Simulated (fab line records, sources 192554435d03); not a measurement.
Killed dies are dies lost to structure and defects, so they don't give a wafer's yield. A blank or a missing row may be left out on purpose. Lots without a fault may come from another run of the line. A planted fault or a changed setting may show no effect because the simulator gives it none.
Chamber matching | flow n5_finfet | N5_HKMG_FIN_ETCH_67 on rie_diel-02: 4 sister chambers
The step etches SOC in N2/H2, stops on TiN, target depth 388.9 nm. 4 wafers are shown with their chamber, then 10 later ones without.

WAFERS WITH THEIR CHAMBER
wafer  | chamber | drypump_motor_current_A (A)
L081.4 | 0       | 5.2
L085.4 | 3       | 5.1
L086.1 | 1       | 5.5
L086.2 | 2       | 6.5

WAFERS WITHOUT THEIR CHAMBER
wafer  | drypump_motor_current_A (A)
L086.4 | 5.1
L091.4 | 5.3
L091.5 | 5.5
L091.6 | 6.5
L096.2 | 6.5
L096.3 | 5.1
L096.6 | 6.5
L097.1 | 5.3
L097.4 | 6.5
L097.5 | 6.5

WHICH CHAMBER EACH WENT THROUGH
wafer  | from the rows above | in truth
L086.4 | 3                   | 3
L091.4 | 0                   | 0
L091.5 | 1                   | 1
L091.6 | 2                   | 2
L096.2 | 2                   | 2
L096.3 | 3                   | 3
L096.6 | 2                   | 2
L097.1 | 0                   | 0
L097.4 | 2                   | 2
L097.5 | 2                   | 2
Placed correctly: 10 of 10. Can't be placed from these rows: 0. Placed wrongly: 0.
How it was worked out, from the rows above alone: a wafer's distance from a chamber is the root of the sum, over the readings, of the square of ((its reading less the chamber's mean) divided by the reading's scatter). The wafer belongs to the nearest chamber; if the next one is less than 2 further off, it can't be placed. A chamber's mean is the mean of its shown wafers. The scatter: with one shown wafer a chamber, the root of the mean of the squares of how far each hidden wafer lies from its nearest shown one.
